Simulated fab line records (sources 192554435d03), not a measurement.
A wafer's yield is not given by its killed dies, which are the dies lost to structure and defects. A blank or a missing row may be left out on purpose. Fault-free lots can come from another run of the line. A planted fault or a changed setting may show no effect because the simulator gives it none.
A lot that was struck, set against a sound lot	flow n5_finfet	19 out of 1938 route steps
Sound: wafers L878.2, L878.4, L878.6. Struck: wafer L892.6 (left out: L892.5, a lot-mate that was not struck); the cause follows at the end.
For every step that has rows: the tool of each side, followed by ch and its chambers, followed by its first start. Under that, the readings that differ: sound wafers	struck wafers	difference of the means	sigmas: that difference in standard deviations of wafers without a fault.
alike: words and numbers the same on both sides, and readings whose means are apart by under 2 such deviations; not compared: readings that were withheld, readings missing a value for some wafer, numbers with overlapping values and no deviation given by the record, and bounds like >300 which may hide the same value.
Wherever a step has rows on one side only, a row that says differs or no value, or a row with sigmas, the two part there. Numbers that don't overlap but have no deviation are shown without sigmas and don't part them. Lack of a reading on every wafer of one side parts them only where that side has two or more wafers.

first, 2 steps without rows for these wafers: N5_BEOL_M15_STRIP_36 (strips in O2); N5_BEOL_M15_STRIP_62 (strips in O2).
N5_BEOL_M15_STRIP_37: strips in O2.
  sound: rie_diel-06 ch 1,3; struck: rie_diel-05 ch 3
  alike: drypump_motor_current_A, oes_product_au, rf_vpp_V, showerhead_plenum_p_Torr, throttle_valve_pct
  not compared: rf_hours_counter_h
then, 4 steps without rows for these wafers: N5_BEOL_M15_ETCH_38 (etches SiCN in CF4/N2, target depth 106.4 nm, time 120.5 s); N5_BEOL_M15_PRECLEAN_39 (cleans in residue remover, time 60 s); N5_BEOL_M15_SRD_40 (time 30 s, dry time 30 s); N5_BEOL_M15_DEGAS_41 (time 60 s).
N5_BEOL_M15_PRE_CLEAN_42: time 30 s.
  struck on pvd_sputter-03, day 17 18:46; sound on pvd_sputter-02, day 11 11:38
  alike: heater_power_w
N5_BEOL_M15_SPUTTER_43: material TaN, target thk 15 nm, time 24.19 s.
  struck on pvd_sputter-03, day 17 18:50; sound on pvd_sputter-02, day 11 11:41
  alike: substrate_temp_c, throttle_valve_pct
then, 1 step without rows for these wafers: N5_BEOL_M15_SPUTTER_44 (material Ta, target thk 15 nm, time 24.19 s).
N5_BEOL_M15_SPUTTER_45: material Cu, target thk 100 nm, time 16.67 s.
  struck on pvd_sputter-03, day 17 18:59; sound on pvd_sputter-02, day 11 11:50
reading	sound	struck	difference	sigmas
throttle_valve_pct (%)	29.2 28.3 28.9	31.3	+2.5	+2
  alike: substrate_temp_c
N5_BEOL_M15_ECD_47: material Cu, target thk 1860 nm.
  sound on ecd_cu-02 ch 0,1, day 11 11:58; struck on ecd_cu-02 ch 1, day 17 19:13
reading	sound	struck	difference	sigmas
model.Cu_of_BEOL_M15_ECD_47.thk_nm (nm)	1867 1893 1873	766	-1112	
then, 1 step without rows for these wafers: N5_BEOL_M15_ANNEAL_48 (time 90 s).
N5_BEOL_M15_CMP_49: polishes, stops on SiO2, t overpolish 4.9 s, target thk 850 nm.
  sound on cmp-03 ch 0,1,2, day 11 12:35; struck on cmp-03 ch 3, day 17 19:46
reading	sound	struck	difference	sigmas
model.Cu_of_BEOL_M15_ECD_47.thk_nm (nm)	838.8 860.8 852.6	766	-85	
  alike: clearing_platen_rpm, motor_current_A, retaining_ring_pressure_frac
N5_BEOL_M15_THK_MEAS_50: measures by xrf.
  struck on film_metro-02, day 17 19:55; sound on film_metro-02, day 11 12:48
reading	sound	struck	difference	sigmas
M15_THK (nm)	841 864 854	758	-95	-6
then, 1 step without rows for these wafers: N5_BEOL_M15_PRE_CLEAN_52 (time 15 s).
N5_BEOL_M15_DEP_53: deposits SiCN from 3MS/NH3, target thk 50 nm, time 17.8 s.
  sound on pecvd-01 ch 0,1,2, day 11 12:52; struck on pecvd-04 ch 2, day 17 19:59
  alike: showerhead_plenum_p_Torr, throttle_valve_pct
N5_BEOL_M15_RS_MEAS_54: uses a four-point probe to measure.
  struck on film_metro-02, day 17 20:02; sound on film_metro-02, day 11 12:56
reading	sound	struck	difference	sigmas
M15_RS (ohm/sq)	0.0218 0.0212 0.0215	0.0239	+0.0024	+6
N5_BEOL_M15_INSPECT_55: inspects for defects (darkfield).
  struck on defect_inspect-02, day 17 20:04; sound on defect_inspect-02, day 11 12:57
  alike: raw_defect_count

## WHERE THEY PART
At N5_BEOL_M15_SPUTTER_45 first; at N5_BEOL_M15_RS_MEAS_54 last (within this record only). Later steps at which nothing parts them and some readings are alike: N5_BEOL_M15_INSPECT_55.

WHY: what had been put in by the simulator
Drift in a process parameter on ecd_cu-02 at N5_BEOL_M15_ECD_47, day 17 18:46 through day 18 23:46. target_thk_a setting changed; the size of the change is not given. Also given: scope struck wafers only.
